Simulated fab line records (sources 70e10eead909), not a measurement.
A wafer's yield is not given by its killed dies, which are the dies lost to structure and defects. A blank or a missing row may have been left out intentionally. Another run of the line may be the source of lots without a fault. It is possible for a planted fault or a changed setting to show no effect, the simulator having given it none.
Which of the tools did it? | flow nandHarc | Sampling: 13 lots, 39 wafers, 6 of 1302 route steps

== WHAT THE GAUGES READ, wafer by wafer ==
NHARC_P_M0_CD_MEAS_09: target cd 90 nm.
lot  | measured     | on       | cdNm (nm)
L319 | day 5 23:25  | cdSem-01 | 89.6 89.1 89.9
L320 | day 6 12:08  | cdSem-01 | 90.7 91.1 90.7
L322 | day 7 09:11  | cdSem-03 | 89.5 89.7 89.0
L323 | day 7 21:30  | cdSem-01 | 90.3 90.7 91.3
L324 | day 8 04:11  | cdSem-02 | 91.5 91.7 91.3
L325 | day 8 17:14  | cdSem-03 | 90.9 90.7 91.1
L326 | day 9 06:19  | cdSem-03 | 89.6 90.3 90.1
L327 | day 9 14:08  | cdSem-02 | 91.1 91.0 90.4
L328 | day 10 00:34 | cdSem-03 | 89.9 89.8 90.0
L329 | day 10 16:58 | cdSem-01 | 90.6 91.0 90.4
L330 | day 10 18:08 | cdSem-03 | 89.2 89.1 88.8
L331 | day 11 07:21 | cdSem-03 | 90.2 90.0 89.9
L339 | day 14 07:49 | cdSem-02 | 78.8 90.7 90.2

NHARC_P_M0_INSPECT_11.
lot  | measured     | on               | rawDefectCount
L319 | day 5 23:32  | defectInspect-02 | 2 3 8
L320 | day 6 12:16  | defectInspect-01 | 5 2 1
L322 | day 7 09:19  | defectInspect-02 | 5 6 7
L323 | day 7 21:37  | defectInspect-02 | 12 10 15
L324 | day 8 04:19  | defectInspect-01 | 6 5 7
L325 | day 8 17:21  | defectInspect-01 | 3 1 0
L326 | day 9 06:26  | defectInspect-02 | 7 4 9
L327 | day 9 14:15  | defectInspect-01 | 4 3 3
L328 | day 10 00:41 | defectInspect-01 | 7 3 3
L329 | day 10 17:05 | defectInspect-02 | 2 5 3
L330 | day 10 18:15 | defectInspect-02 | 2 3 2
L331 | day 11 07:28 | defectInspect-01 | 2 1 2
L339 | day 14 07:56 | defectInspect-02 | 3 5 5

NHARC_P_M0_CD_MEAS_16.
lot  | measured     | on       | cdNm (nm)
L319 | day 5 23:55  | cdSem-02 | 90.0 89.5 88.9
L320 | day 6 12:40  | cdSem-01 | 91.2 90.8 90.5
L322 | day 7 09:45  | cdSem-02 | 89.5 90.1 89.1
L323 | day 7 21:59  | cdSem-02 | 90.6 90.9 91.0
L324 | day 8 04:40  | cdSem-03 | 92.1 92.1 91.3
L325 | day 8 18:01  | cdSem-03 | 91.0 90.7 90.6
L326 | day 9 06:48  | cdSem-03 | 89.8 90.2 90.8
L327 | day 9 14:37  | cdSem-02 | 91.1 90.8 90.1
L328 | day 10 01:02 | cdSem-03 | 89.4 90.1 90.6
L329 | day 10 17:32 | cdSem-02 | 89.8 91.2 90.2
L330 | day 10 18:40 | cdSem-02 | 89.2 89.2 89.3
L331 | day 11 08:35 | cdSem-02 | 91.1 89.7 90.2
L339 | day 14 08:21 | cdSem-01 | 78.5 91.1 90.4

== EACH LOT AND THE TOOL THAT RAN IT (in order: tool; ch and the chambers of the sampled wafers; start) ==
lot  | NHARC_P_CONTACT_ETCH_35           | NHARC_P_CONTACT_ETCH_36                      | NHARC_P_M0_PEB_07
L319 | rieDiel-01 ch 1,3, day 5 19:31    | rieDiel-01 ch 1,2, day 5 23:20 or earlier    | lithoTrack-04 ch 0, day 5 23:20
L320 | rieDiel-10 ch 1,2,3, day 6 08:10  | rieDiel-10 ch 1,2,3, day 6 12:04 or earlier  | lithoTrack-06 ch 0, day 6 12:04
L322 | rieDiel-10 ch 0,1, day 7 05:17    | rieDiel-10 ch 2,3, day 7 09:07 or earlier    | lithoTrack-01 ch 0, day 7 09:07
L323 | rieDiel-03 ch 0,2,3, day 7 17:19  | rieDiel-03 ch 0,1,2, day 7 21:25 or earlier  | lithoTrack-04 ch 0, day 7 21:25
L324 | rieDiel-03 ch 0,1,2, day 8 00:22  | rieDiel-03 ch 0,1,2, day 8 04:06 or earlier  | lithoTrack-04 ch 0, day 8 04:06
L325 | rieDiel-01 ch 0,1,3, day 8 13:28  | rieDiel-01 ch 1,2,3, day 8 17:09 or earlier  | lithoTrack-04 ch 0, day 8 17:09
L326 | rieDiel-03 ch 0,1,2, day 9 02:26  | rieDiel-03 ch 0,1,3, day 9 06:14 or earlier  | lithoTrack-04 ch 0, day 9 06:14
L327 | rieDiel-03 ch 0,1,2, day 9 10:10  | rieDiel-03 ch 1,2, day 9 14:03 or earlier    | lithoTrack-01 ch 0, day 9 14:03
L328 | rieDiel-10 ch 0,1,2, day 9 20:31  | rieDiel-10 ch 0,1,2, day 10 00:29 or earlier | lithoTrack-04 ch 0, day 10 00:29
L329 | rieDiel-10 ch 0,1,3, day 10 12:47 | rieDiel-10 ch 0,1, day 10 16:53 or earlier   | lithoTrack-04 ch 0, day 10 16:53
L330 | rieDiel-10 ch 0,2,3, day 10 14:14 | rieDiel-10 ch 1,2,3, day 10 18:03 or earlier | lithoTrack-06 ch 0, day 10 18:03
L331 | rieDiel-01 ch 0,1, day 11 03:34   | rieDiel-01 ch 1,2, day 11 07:16 or earlier   | lithoTrack-01 ch 0, day 11 07:16
L339 | rieDiel-01 ch 1,2,3, day 14 03:07 | rieDiel-01 ch 0,2,3, day 14 07:44 or earlier | lithoTrack-01 ch 0, day 14 07:44
- NHARC_P_CONTACT_ETCH_35: etches the open film in CF4, target depth 39 nm, time 65 s.
- NHARC_P_CONTACT_ETCH_36: etches the open film in N2/H2, target depth 260 nm, time 406.25 s.
- NHARC_P_M0_PEB_07: peb time 65 s.

== WHAT THE TOOLS THEMSELVES READ (means of the sampled wafers that have a number; where no wafer has one, the mark that the record gives instead) ==
NHARC_P_CONTACT_ETCH_35.
lot  | tool       | drypumpMotorCurrentA (A) | oesProductAu (a.u.) | rfVppV (V) | showerheadPlenumPTorr (Torr) | throttleValvePct (%)
L319 | rieDiel-01 | 5.4                      | 0.995               | 151.2      | 1.78                         | 13.284
L320 | rieDiel-10 | 5.8                      | 1.005               | 151.8      | 1.76                         | 13.282
L322 | rieDiel-10 | 5.6                      | 1.005               | 150.9      | 1.74                         | 13.281
L323 | rieDiel-03 | 5.7                      | 1.006               | 150.9      | 1.78                         | 13.292
L324 | rieDiel-03 | 5.9                      | 1.004               | 150.3      | 1.74                         | 13.286
L325 | rieDiel-01 | 5.5                      | 1.000               | 152.2      | 1.80                         | 13.291
L326 | rieDiel-03 | 5.9                      | 1.000               | 150.6      | 1.74                         | 13.284
L327 | rieDiel-03 | 5.9                      | 0.994               | 151.0      | 1.74                         | 13.278
L328 | rieDiel-10 | 5.6                      | 0.998               | 151.1      | 1.75                         | 13.292
L329 | rieDiel-10 | 5.7                      | 0.998               | 151.0      | 1.71                         | 13.287
L330 | rieDiel-10 | 5.6                      | 0.995               | 151.1      | 1.72                         | 13.287
L331 | rieDiel-01 | 5.2                      | 1.005               | 152.0      | 1.79                         | 13.293
L339 | rieDiel-01 | 5.6                      | 0.994               | 152.3      | 1.76                         | 13.282

NHARC_P_CONTACT_ETCH_36.
lot  | tool       | drypumpMotorCurrentA (A) | oesProductAu (a.u.) | rfVppV (V) | showerheadPlenumPTorr (Torr) | throttleValvePct (%)
L319 | rieDiel-01 | 5.2                      | 0.999               | 429.1      | 1.99                         | 14.165
L320 | rieDiel-10 | 5.8                      | 1.011               | 430.1      | 2.03                         | 14.174
L322 | rieDiel-10 | 5.8                      | 1.002               | 430.4      | 2.04                         | 14.161
L323 | rieDiel-03 | 6.0                      | 0.999               | 429.8      | 2.01                         | 14.167
L324 | rieDiel-03 | 5.9                      | 1.002               | 430.1      | 2.01                         | 14.174
L325 | rieDiel-01 | 5.6                      | 0.987               | 430.6      | 2.04                         | 14.168
L326 | rieDiel-03 | 5.8                      | 0.998               | 429.1      | 1.99                         | 14.177
L327 | rieDiel-03 | 6.1                      | 0.990               | 431.7      | 2.09                         | 14.181
L328 | rieDiel-10 | 5.6                      | 0.999               | 429.9      | 2.01                         | 14.170
L329 | rieDiel-10 | 5.4                      | 0.999               | 428.6      | 1.96                         | 14.175
L330 | rieDiel-10 | 5.8                      | 1.010               | 430.4      | 2.02                         | 14.162
L331 | rieDiel-01 | 5.2                      | 0.996               | 429.0      | 1.99                         | 14.176
L339 | rieDiel-01 | 5.7                      | 0.999               | 430.3      | 2.07                         | 14.174

NHARC_P_M0_PEB_07.
lot  | tool          | heaterPowerTotalW (W)
L319 | lithoTrack-04 | 156.7
L320 | lithoTrack-06 | 156.8
L322 | lithoTrack-01 | 156.8
L323 | lithoTrack-04 | 156.1
L324 | lithoTrack-04 | 156.7
L325 | lithoTrack-04 | 156.7
L326 | lithoTrack-04 | 156.7
L327 | lithoTrack-01 | 156.3
L328 | lithoTrack-04 | 156.4
L329 | lithoTrack-04 | 157.2
L330 | lithoTrack-06 | 156.6
L331 | lithoTrack-01 | 156.8
L339 | lithoTrack-01 | 165.7

== THE ANSWER, worked out from the rows above alone ==
Rule: usual is defined by the lots themselves. The widest of any qualifying gaps counts: lots, ordered by their means at a reading, are off when they make up no more than a third of the lots, leave a main group of 4 or more, and stand apart from it by 3 or more times the standard deviation of that group's means. Not used: any main group whose means are identical at the precision the tables above print for the reading. Also off: a lot with no number at a reading for which 4 or more lots have one. All remaining lots with rows at the step are treated as sound. First the gauges in route order, then the tools' own readings, where a lot's mean is used as printed above. At the first step where some lot is off, the reading lying furthest off is the one used; lots without a number count as furthest.
Off: L339, at NHARC_P_M0_CD_MEAS_09 (cdNm). The main group: mean 90.3 nm, standard deviation 0.71.
If a tool, at a process step before that reading, ran all the lots that are off and no sound lot after the first of them, it fits. Not tried: the gauges at NHARC_P_M0_CD_MEAS_09; whatever is off there is also off at NHARC_P_M0_CD_MEAS_16, on other tools, and gauge error can't account for it. NHARC_P_CONTACT_ETCH_36: start missing for some lots; hours and lot order therefore follow NHARC_P_M0_PEB_07. This does not decide it: 2 tools fit, namely rieDiel-01 at NHARC_P_CONTACT_ETCH_35 and NHARC_P_CONTACT_ETCH_36 and lithoTrack-01 at NHARC_P_M0_PEB_07.

== WHAT WAS PUT IN BY THE SIMULATOR ==
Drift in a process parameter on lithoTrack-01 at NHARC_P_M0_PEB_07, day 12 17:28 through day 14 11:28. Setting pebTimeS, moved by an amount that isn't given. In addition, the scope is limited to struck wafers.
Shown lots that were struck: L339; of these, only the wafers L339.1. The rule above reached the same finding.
